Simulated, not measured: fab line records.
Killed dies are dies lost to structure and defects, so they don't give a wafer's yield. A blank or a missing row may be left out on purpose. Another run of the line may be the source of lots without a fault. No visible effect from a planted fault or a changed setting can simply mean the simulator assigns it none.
A lot that was struck, set against a sound lot -- flow nand-harc -- 23 steps out of a route of 1159
Sound: these wafers, L345.1, L345.3, L345.5. Wafers L362.2, L362.5, L362.6 were the ones struck. The cause comes at the end.
Order at every step that has rows: each side's tool, ch and its chambers, its first start. Under that, the readings that differ: sound wafers -- struck wafers -- difference of the means -- sigmas: that difference in standard deviations of wafers without a fault.
alike: readings whose means differ by less than 2 such deviations, and words and numbers that are the same on both sides. not compared: withheld readings, readings that some wafer has no value for, bounds like >300 that may hide the same value, and numbers for which the record gives no deviation and whose values overlap.
The two part at a step that has a row with sigmas, a row that says differs or no value, or rows on one side only. Non-overlapping numbers with no deviation appear without sigmas and do not part them. Lack of a reading on every wafer of one side parts them only where that side has two or more wafers.

NHARC_A_CONTACT_CMP_20: polishes, t overpolish 30 s, target thk 300 nm.
  sound on cmp-01 ch 0,2,3, day 17 22:29; struck on cmp-04 ch 2,3, day 21 16:14
  alike: motor-current-A, overpolish-run-s, time-to-endpoint-s
then, 1 step without rows for these wafers: NHARC_A_CONTACT_SRD_22.
NHARC_A_CONTACT_INSPECT_23:
  sound on defect-inspect-01 at day 17 22:53; struck on defect-inspect-02 at day 21 16:38
  alike: raw-defect-count
then, 8 steps without rows for these wafers: NHARC_A_BLC_DEHYDRATE_00 (time 120 s); NHARC_A_BLC_HMDS_01 (time 30 s); NHARC_A_BLC_COAT_02 (time 75 s); NHARC_A_BLC_COAT_03 (time 65 s); NHARC_A_BLC_COAT_04 (resist thk 90 nm); NHARC_A_BLC_SOFTBAKE_05 (time 55 s); NHARC_A_BLC_EBR_06; NHARC_A_BLC_EXPOSE_07 (exposes mask A BLC, target cd 100 nm).
NHARC_A_BLC_PEB_08: peb time 65 s.
  sound on litho-track-01 ch 0, day 17 23:19; struck on litho-track-01 ch 0, day 21 17:04
reading,sound,struck,difference,sigmas
heater-power-total-W (W),155.9 156.0 156.7,151.5 151.5 150.5,-5.0,-12
plate-temp-C (C),99.98 99.88 100.07,97.30 97.35 97.47,-2.60,-24
  alike: resist-line-temp-C
then, 1 step without rows for these wafers: NHARC_A_BLC_DEVELOP_09 (develop time 35 s).
NHARC_A_BLC_CD_MEAS_10 targets a cd of 100 nm.
  sound on cd-sem-01 ch 0, day 17 23:24; struck on cd-sem-02 ch 0, day 21 17:08
reading,sound,struck,difference,sigmas
cd-nm (nm),100.1 99.9 99.8,89.0 90.4 89.7,-10.2,-22
NHARC_A_BLC_OVL_MEAS_11:
  sound on overlay-01 at day 17 23:29; struck on overlay-02 at day 21 17:14
  alike: overlay-x-nm, overlay-y-nm
NHARC_A_BLC_INSPECT_12:
  sound on defect-inspect-01 at day 17 23:32; struck on defect-inspect-01 at day 21 17:17
reading,sound,struck,difference,sigmas
raw-defect-count,15 14 8,48 45 60,+39,+3
NHARC_A_BLC_DESCUM_15: chemistry O2, time 3 s.
  sound on rie-diel-03 ch 0,1, day 17 23:36; struck on rie-diel-09 ch 1,2, day 21 17:21
reading,sound,struck,difference,sigmas
oes-product-au (a.u.),1.029 1.009 1.024,0.975 0.987 0.997,-0.034,-3
model.A_BLC.cd-nm (nm),100 99.91 99.75,89.31 90.76 89.18,-10.14,
  alike: drypump-motor-current-A, o2-flow-sccm, rf-vpp-V, showerhead-plenum-p-Torr, throttle-valve-pct
  not compared: rf-hours-counter-h
NHARC_A_BLC_ETCH_16: etches the open film in CF4, target depth 39 nm, time 65 s.
  sound on rie-diel-03 ch 0,2, day 17 23:40; struck on rie-diel-09 ch 1,2, day 21 17:26
reading,sound,struck,difference,sigmas
oes-product-au (a.u.),1.021 1.013 1.002,0.981 0.989 0.988,-0.026,-2
  alike: drypump-motor-current-A, rf-vpp-V, showerhead-plenum-p-Torr, throttle-valve-pct
  not compared: rf-hours-counter-h
NHARC_A_BLC_ETCH_17: etches the open film in N2/H2, target depth 390 nm, time 609.38 s.
  sound: rie-diel-03 ch 2,3; struck: rie-diel-09 ch 1,2
  alike: drypump-motor-current-A, oes-product-au, rf-vpp-V, showerhead-plenum-p-Torr, throttle-valve-pct
  not compared: rf-hours-counter-h
NHARC_A_BLC_ETCH_18: etches the open film in C4F8/O2/Ar, target depth 910 nm.
  sound: rie-diel-03 ch 0,3; struck: rie-diel-09 ch 0,1,2
reading,sound,struck,difference,sigmas
model.A_BLC.cd-nm (nm),98.67 97.25 99.73,87.83 91.24 85.97,-10.20,
  alike: oes-product-au, rf-vpp-V
  not compared: rf-hours-counter-h
NHARC_A_BLC_CD_MEAS_19:
  sound on cd-sem-02 at day 18 00:33; struck on cd-sem-03 at day 21 18:18
reading,sound,struck,difference,sigmas
cd-nm (nm),99.0 97.0 99.6,87.5 91.6 86.1,-10.1,-4
NHARC_A_BLC_STRIP_29: strips in CF4.
  sound on rie-diel-09 ch 1,2,3, day 18 00:38; struck on rie-diel-03 ch 2,3, day 21 18:23
  alike: drypump-motor-current-A, oes-product-au, rf-vpp-V, showerhead-plenum-p-Torr, throttle-valve-pct
  not compared: rf-hours-counter-h
-- break in the record here, with 2 days between the starts of the struck wafers on either side (left off in module A_BLC, picked up again in module END, where the first step shown is number 1159 on the route) --
NHARC_END_SORT_01:
  sound on prober-01 ch 0, day 20 00:32; struck on prober-01 ch 0, day 23 21:06
reading,sound,struck,difference,sigmas
killed-at-array,19 19 12,41 34 45,+23,+2
killed-dies,22 20 16,49 36 51,+26,+2
killed-short,7 1 3,3 0 0,-3,-2
  alike: killed-at-other, killed-at-periphery, killed-open

== WHERE THEY PART ==
Earliest at NHARC_A_BLC_PEB_08; latest, in this record, at NHARC_END_SORT_01.

WHY: whatever the simulator had introduced
Process parameter drift: litho-track-01, from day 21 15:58 on, at NHARC_A_BLC_PEB_08. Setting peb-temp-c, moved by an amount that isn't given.
